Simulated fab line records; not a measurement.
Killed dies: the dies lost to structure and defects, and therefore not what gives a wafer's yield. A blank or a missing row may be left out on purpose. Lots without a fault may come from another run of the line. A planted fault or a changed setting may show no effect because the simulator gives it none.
The tool behind it: which one? || flow nand_harc || Sampling: 12 lots, 36 wafers, 5 of 1302 route steps

## WHAT EACH GAUGE READ, for each wafer
NHARC_P_CONTACT_CD_MEAS_12: target cd 90 nm. Usual: cd_nm 89.6 nm, standard deviation 0.76.
{"lot": "L712", "measured": "day 5 22:39", "on": "cd_sem-03", "cd_nm (nm)": "91.1 89.6 89.5", "flag": ""}
{"lot": "L714", "measured": "day 6 11:53", "on": "cd_sem-01", "cd_nm (nm)": "89.7 89.4 89.0", "flag": ""}
{"lot": "L713", "measured": "day 6 12:13", "on": "cd_sem-01", "cd_nm (nm)": "88.5 88.8 88.6", "flag": ""}
{"lot": "L715", "measured": "day 7 04:32", "on": "cd_sem-03", "cd_nm (nm)": "89.5 90.6 90.2", "flag": ""}
{"lot": "L717", "measured": "day 7 17:34", "on": "cd_sem-02", "cd_nm (nm)": "90.1 90.3 89.2", "flag": ""}
{"lot": "L718", "measured": "day 8 08:05", "on": "cd_sem-01", "cd_nm (nm)": "89.8 89.6 90.3", "flag": ""}
{"lot": "L719", "measured": "day 9 00:15", "on": "cd_sem-02", "cd_nm (nm)": "89.9 89.9 90.0", "flag": ""}
{"lot": "L721", "measured": "day 9 15:52", "on": "cd_sem-02", "cd_nm (nm)": "90.6 89.6 90.5", "flag": ""}
{"lot": "L723", "measured": "day 10 07:00", "on": "cd_sem-02", "cd_nm (nm)": "90.0 90.3 89.8", "flag": ""}
{"lot": "L725", "measured": "day 11 04:42", "on": "cd_sem-03", "cd_nm (nm)": "88.9 89.2 88.3", "flag": ""}
{"lot": "L729", "measured": "day 13 03:10", "on": "cd_sem-02", "cd_nm (nm)": "88.5 88.2 87.6", "flag": ""}
{"lot": "L731", "measured": "day 13 20:27", "on": "cd_sem-01", "cd_nm (nm)": "89.8 90.3 89.8", "flag": ""}

NHARC_END_SORT_01. Usual: killed_at_array 59, standard deviation 19; killed_at_other 1.0, standard deviation 1.1; killed_at_periphery 3.8, standard deviation 2.4; killed_dies 64, standard deviation 19; killed_open 3.3, standard deviation 2; killed_short 2.4, standard deviation 1.6.
{"lot": "L725", "measured": "day 29 19:13", "on": "prober-01", "killed_at_array": "75 62 53", "killed_at_other": "1 2 0", "killed_at_periphery": "0 5 2", "killed_dies": "76 69 55", "killed_open": "0 0 6", "killed_short": "5 1 2", "flag": ""}

## WHICH TOOL RAN EACH LOT (tool, then ch and the chambers of the sampled wafers, then the start)
{"lot": "L712", "NHARC_P_CONTACT_SOFTBAKE_07": "litho_track-04 ch 0, day 5 22:00", "NHARC_P_CONTACT_ETCH_18": "rie_diel-10 ch 0, day 6 00:10", "NHARC_P_CONTACT_ETCH_31": "rie_diel-10 ch 0, day 6 00:43"}
{"lot": "L714", "NHARC_P_CONTACT_SOFTBAKE_07": "litho_track-06 ch 0, day 6 11:00", "NHARC_P_CONTACT_ETCH_18": "rie_diel-10 ch 0,1, no start", "NHARC_P_CONTACT_ETCH_31": "rie_diel-10 ch 0,2, no start"}
{"lot": "L713", "NHARC_P_CONTACT_SOFTBAKE_07": "litho_track-06 ch 0, day 6 11:00", "NHARC_P_CONTACT_ETCH_18": "rie_diel-02 ch 0,1,3, no start", "NHARC_P_CONTACT_ETCH_31": "rie_diel-02 ch 0,1,2, no start"}
{"lot": "L715", "NHARC_P_CONTACT_SOFTBAKE_07": "litho_track-01 ch 0, day 7 04:00", "NHARC_P_CONTACT_ETCH_18": "rie_diel-04 ch 1,2, no start", "NHARC_P_CONTACT_ETCH_31": "rie_diel-04 ch 1,2,3, no start"}
{"lot": "L717", "NHARC_P_CONTACT_SOFTBAKE_07": "litho_track-04 ch 0, day 7 17:00", "NHARC_P_CONTACT_ETCH_18": "rie_diel-02 ch 0,2,3, no start", "NHARC_P_CONTACT_ETCH_31": "rie_diel-02 ch 0,2, no start"}
{"lot": "L718", "NHARC_P_CONTACT_SOFTBAKE_07": "litho_track-01 ch 0, day 8 07:00", "NHARC_P_CONTACT_ETCH_18": "rie_diel-10 ch 0,3, no start", "NHARC_P_CONTACT_ETCH_31": "rie_diel-10 ch 2,3, no start"}
{"lot": "L719", "NHARC_P_CONTACT_SOFTBAKE_07": "litho_track-04 ch 0, day 8 23:00", "NHARC_P_CONTACT_ETCH_18": "rie_diel-02 ch 1,3, no start", "NHARC_P_CONTACT_ETCH_31": "rie_diel-02 ch 1,2, no start"}
{"lot": "L721", "NHARC_P_CONTACT_SOFTBAKE_07": "litho_track-01 ch 0, day 9 15:00", "NHARC_P_CONTACT_ETCH_18": "rie_diel-04 ch 0,1,2, no start", "NHARC_P_CONTACT_ETCH_31": "rie_diel-04 ch 0,3, no start"}
{"lot": "L723", "NHARC_P_CONTACT_SOFTBAKE_07": "litho_track-06 ch 0, day 10 06:00", "NHARC_P_CONTACT_ETCH_18": "rie_diel-04 ch 0,1,2, no start", "NHARC_P_CONTACT_ETCH_31": "rie_diel-04 ch 0,1,2, no start"}
{"lot": "L725", "NHARC_P_CONTACT_SOFTBAKE_07": "litho_track-06 ch 0, day 11 04:00", "NHARC_P_CONTACT_ETCH_18": "rie_diel-02 ch 0,3, day 29 19:13 or earlier", "NHARC_P_CONTACT_ETCH_31": "rie_diel-02 ch 1,3, day 29 19:13 or earlier"}
{"lot": "L729", "NHARC_P_CONTACT_SOFTBAKE_07": "litho_track-06 ch 0, day 13 02:00", "NHARC_P_CONTACT_ETCH_18": "rie_diel-10 ch 0,1, no start", "NHARC_P_CONTACT_ETCH_31": "rie_diel-10 ch 0,1,2, no start"}
{"lot": "L731", "NHARC_P_CONTACT_SOFTBAKE_07": "litho_track-06 ch 0, day 13 20:00", "NHARC_P_CONTACT_ETCH_18": "rie_diel-10 ch 1,2,3, no start", "NHARC_P_CONTACT_ETCH_31": "rie_diel-10 ch 0,3, no start"}
- NHARC_P_CONTACT_SOFTBAKE_07: time 55 s.
- NHARC_P_CONTACT_ETCH_18: etches the open film in C4F8/O2/Ar, target depth 481 nm, time 240.5 s.
- NHARC_P_CONTACT_ETCH_31: etches the open film in CH3F/O2, target depth 30 nm, time 85.7 s.

## WHAT THE TOOLS THEMSELVES READ (means of the sampled wafers that have a number; where no wafer has one, the mark that the record gives instead)
NHARC_P_CONTACT_SOFTBAKE_07. Usual: heater_power_total_W 188.46 W, standard deviation 0.14.
{"lot": "L712", "tool": "litho_track-04", "heater_power_total_W (W)": 188.36, "flag": ""}
{"lot": "L714", "tool": "litho_track-06", "heater_power_total_W (W)": 188.34, "flag": ""}
{"lot": "L713", "tool": "litho_track-06", "heater_power_total_W (W)": 188.52, "flag": ""}
{"lot": "L715", "tool": "litho_track-01", "heater_power_total_W (W)": 188.59, "flag": ""}
{"lot": "L717", "tool": "litho_track-04", "heater_power_total_W (W)": 188.46, "flag": ""}
{"lot": "L718", "tool": "litho_track-01", "heater_power_total_W (W)": 188.41, "flag": ""}
{"lot": "L719", "tool": "litho_track-04", "heater_power_total_W (W)": 188.37, "flag": ""}
{"lot": "L721", "tool": "litho_track-01", "heater_power_total_W (W)": 188.60, "flag": ""}
{"lot": "L723", "tool": "litho_track-06", "heater_power_total_W (W)": 188.45, "flag": ""}
{"lot": "L725", "tool": "litho_track-06", "heater_power_total_W (W)": 188.50, "flag": ""}
{"lot": "L729", "tool": "litho_track-06", "heater_power_total_W (W)": 222.55, "flag": "OFF"}
{"lot": "L731", "tool": "litho_track-06", "heater_power_total_W (W)": 222.67, "flag": "OFF"}

NHARC_P_CONTACT_ETCH_18. Usual: chamber_pressure_mTorr 24.998 mTorr, standard deviation 0.023; oes_product_au 0.956 a.u., standard deviation 0.019; rf_vpp_V 975 V, standard deviation 4.3.
{"lot": "L712", "tool": "rie_diel-10", "chamber_pressure_mTorr (mTorr)": 25.016, "oes_product_au (a.u.)": 0.950, "rf_vpp_V (V)": 980, "flag": ""}
{"lot": "L714", "tool": "rie_diel-10", "chamber_pressure_mTorr (mTorr)": 24.994, "oes_product_au (a.u.)": 0.962, "rf_vpp_V (V)": 976, "flag": ""}
{"lot": "L713", "tool": "rie_diel-02", "chamber_pressure_mTorr (mTorr)": 25.002, "oes_product_au (a.u.)": 0.978, "rf_vpp_V (V)": 975, "flag": ""}
{"lot": "L715", "tool": "rie_diel-04", "chamber_pressure_mTorr (mTorr)": 25.020, "oes_product_au (a.u.)": 0.964, "rf_vpp_V (V)": 976, "flag": ""}
{"lot": "L717", "tool": "rie_diel-02", "chamber_pressure_mTorr (mTorr)": 24.992, "oes_product_au (a.u.)": 0.965, "rf_vpp_V (V)": 973, "flag": ""}
{"lot": "L718", "tool": "rie_diel-10", "chamber_pressure_mTorr (mTorr)": 24.984, "oes_product_au (a.u.)": 0.935, "rf_vpp_V (V)": 972, "flag": ""}
{"lot": "L719", "tool": "rie_diel-02", "chamber_pressure_mTorr (mTorr)": 25.009, "oes_product_au (a.u.)": 0.967, "rf_vpp_V (V)": 973, "flag": ""}
{"lot": "L721", "tool": "rie_diel-04", "chamber_pressure_mTorr (mTorr)": 24.992, "oes_product_au (a.u.)": 0.971, "rf_vpp_V (V)": 975, "flag": ""}
{"lot": "L723", "tool": "rie_diel-04", "chamber_pressure_mTorr (mTorr)": 24.998, "oes_product_au (a.u.)": 0.970, "rf_vpp_V (V)": 975, "flag": ""}
{"lot": "L725", "tool": "rie_diel-02", "chamber_pressure_mTorr (mTorr)": 25.015, "oes_product_au (a.u.)": 0.955, "rf_vpp_V (V)": 975, "flag": ""}
{"lot": "L729", "tool": "rie_diel-10", "chamber_pressure_mTorr (mTorr)": 24.978, "oes_product_au (a.u.)": 0.976, "rf_vpp_V (V)": 976, "flag": ""}
{"lot": "L731", "tool": "rie_diel-10", "chamber_pressure_mTorr (mTorr)": 24.994, "oes_product_au (a.u.)": 0.955, "rf_vpp_V (V)": 973, "flag": ""}

NHARC_P_CONTACT_ETCH_31. Usual: chamber_pressure_mTorr 25.003 mTorr, standard deviation 0.023; drypump_motor_current_A 5.8 A, standard deviation 0.39; oes_product_au 0.978 a.u., standard deviation 0.012; rf_vpp_V 243.6 V, standard deviation 1.3; showerhead_plenum_p_Torr 2.40 Torr, standard deviation 0.072; throttle_valve_pct 20.664 %, standard deviation 0.0093.
{"lot": "L712", "tool": "rie_diel-10", "chamber_pressure_mTorr (mTorr)": 25.006, "drypump_motor_current_A (A)": 6.5, "oes_product_au (a.u.)": 0.989, "rf_vpp_V (V)": 244.5, "showerhead_plenum_p_Torr (Torr)": 2.49, "throttle_valve_pct (%)": 20.664, "flag": ""}
{"lot": "L714", "tool": "rie_diel-10", "chamber_pressure_mTorr (mTorr)": 25.014, "drypump_motor_current_A (A)": 6.1, "oes_product_au (a.u.)": 0.979, "rf_vpp_V (V)": 243.9, "showerhead_plenum_p_Torr (Torr)": 2.46, "throttle_valve_pct (%)": 20.665, "flag": ""}
{"lot": "L713", "tool": "rie_diel-02", "chamber_pressure_mTorr (mTorr)": 25.008, "drypump_motor_current_A (A)": 5.9, "oes_product_au (a.u.)": 0.990, "rf_vpp_V (V)": 244.0, "showerhead_plenum_p_Torr (Torr)": 2.39, "throttle_valve_pct (%)": 20.658, "flag": ""}
{"lot": "L715", "tool": "rie_diel-04", "chamber_pressure_mTorr (mTorr)": 25.000, "drypump_motor_current_A (A)": 5.6, "oes_product_au (a.u.)": 0.981, "rf_vpp_V (V)": 244.6, "showerhead_plenum_p_Torr (Torr)": 2.50, "throttle_valve_pct (%)": 20.661, "flag": ""}
{"lot": "L717", "tool": "rie_diel-02", "chamber_pressure_mTorr (mTorr)": 25.014, "drypump_motor_current_A (A)": 5.9, "oes_product_au (a.u.)": 0.986, "rf_vpp_V (V)": 243.2, "showerhead_plenum_p_Torr (Torr)": 2.40, "throttle_valve_pct (%)": 20.669, "flag": ""}
{"lot": "L718", "tool": "rie_diel-10", "chamber_pressure_mTorr (mTorr)": 24.997, "drypump_motor_current_A (A)": 5.3, "oes_product_au (a.u.)": 0.975, "rf_vpp_V (V)": 242.8, "showerhead_plenum_p_Torr (Torr)": 2.33, "throttle_valve_pct (%)": 20.661, "flag": ""}
{"lot": "L719", "tool": "rie_diel-02", "chamber_pressure_mTorr (mTorr)": 24.998, "drypump_motor_current_A (A)": 6.0, "oes_product_au (a.u.)": 0.978, "rf_vpp_V (V)": 243.0, "showerhead_plenum_p_Torr (Torr)": 2.37, "throttle_valve_pct (%)": 20.663, "flag": ""}
{"lot": "L721", "tool": "rie_diel-04", "chamber_pressure_mTorr (mTorr)": 24.990, "drypump_motor_current_A (A)": 5.9, "oes_product_au (a.u.)": 0.983, "rf_vpp_V (V)": 245.8, "showerhead_plenum_p_Torr (Torr)": 2.53, "throttle_valve_pct (%)": 20.668, "flag": ""}
{"lot": "L723", "tool": "rie_diel-04", "chamber_pressure_mTorr (mTorr)": 24.981, "drypump_motor_current_A (A)": 5.5, "oes_product_au (a.u.)": 0.982, "rf_vpp_V (V)": 243.4, "showerhead_plenum_p_Torr (Torr)": 2.39, "throttle_valve_pct (%)": 20.667, "flag": ""}
{"lot": "L725", "tool": "rie_diel-02", "chamber_pressure_mTorr (mTorr)": 24.996, "drypump_motor_current_A (A)": 5.6, "oes_product_au (a.u.)": 0.976, "rf_vpp_V (V)": 243.6, "showerhead_plenum_p_Torr (Torr)": 2.37, "throttle_valve_pct (%)": 20.659, "flag": ""}
{"lot": "L729", "tool": "rie_diel-10", "chamber_pressure_mTorr (mTorr)": 25.014, "drypump_motor_current_A (A)": 6.0, "oes_product_au (a.u.)": 0.982, "rf_vpp_V (V)": 243.5, "showerhead_plenum_p_Torr (Torr)": 2.42, "throttle_valve_pct (%)": 20.665, "flag": ""}
{"lot": "L731", "tool": "rie_diel-10", "chamber_pressure_mTorr (mTorr)": 25.002, "drypump_motor_current_A (A)": 5.6, "oes_product_au (a.u.)": 0.978, "rf_vpp_V (V)": 242.3, "showerhead_plenum_p_Torr (Torr)": 2.36, "throttle_valve_pct (%)": 20.665, "flag": ""}

## THE ANSWER, worked out from the rows above alone
Rule: take the mean of a lot's wafers that have a number; if it is more than 3 standard deviations from the usual mean, the lot is off. A lot without any number at a reading at which 4 lots or more have one is off too. The other lots that the step has rows for count as sound. After the gauges, taken in route order, come the tools' own readings; for these a lot's mean is taken, as printed above. The first step at which some lot is off is used, and at that step the reading that is off furthest; a lot without a number counts as furthest.
Off at NHARC_P_CONTACT_SOFTBAKE_07 (heater_power_total_W): L729, L731.
If a tool, at that step or one of the process steps before it, ran each lot that is off and ran no sound lot following the first of them, it fits. One fits: NHARC_P_CONTACT_SOFTBAKE_07 on litho_track-06. A fault onset in the window from L725 (day 11 04:00, its last sound lot) to L729 (day 13 02:00, its first lot off) fits.
The tool's own readings at NHARC_P_CONTACT_SOFTBAKE_07 bear it out: on the lots that are off they differ by more than 5 times the standard deviation of the sound lots' means. heater_power_total_W reads 222.61 W there against 188.46 W on the sound lots.

## WHAT THE SIMULATOR PUT IN
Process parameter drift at NHARC_P_CONTACT_SOFTBAKE_07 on litho_track-06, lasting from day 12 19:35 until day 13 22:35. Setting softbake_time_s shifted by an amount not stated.
Struck lots among those shown: L729, L731. The rule given above showed the same thing.
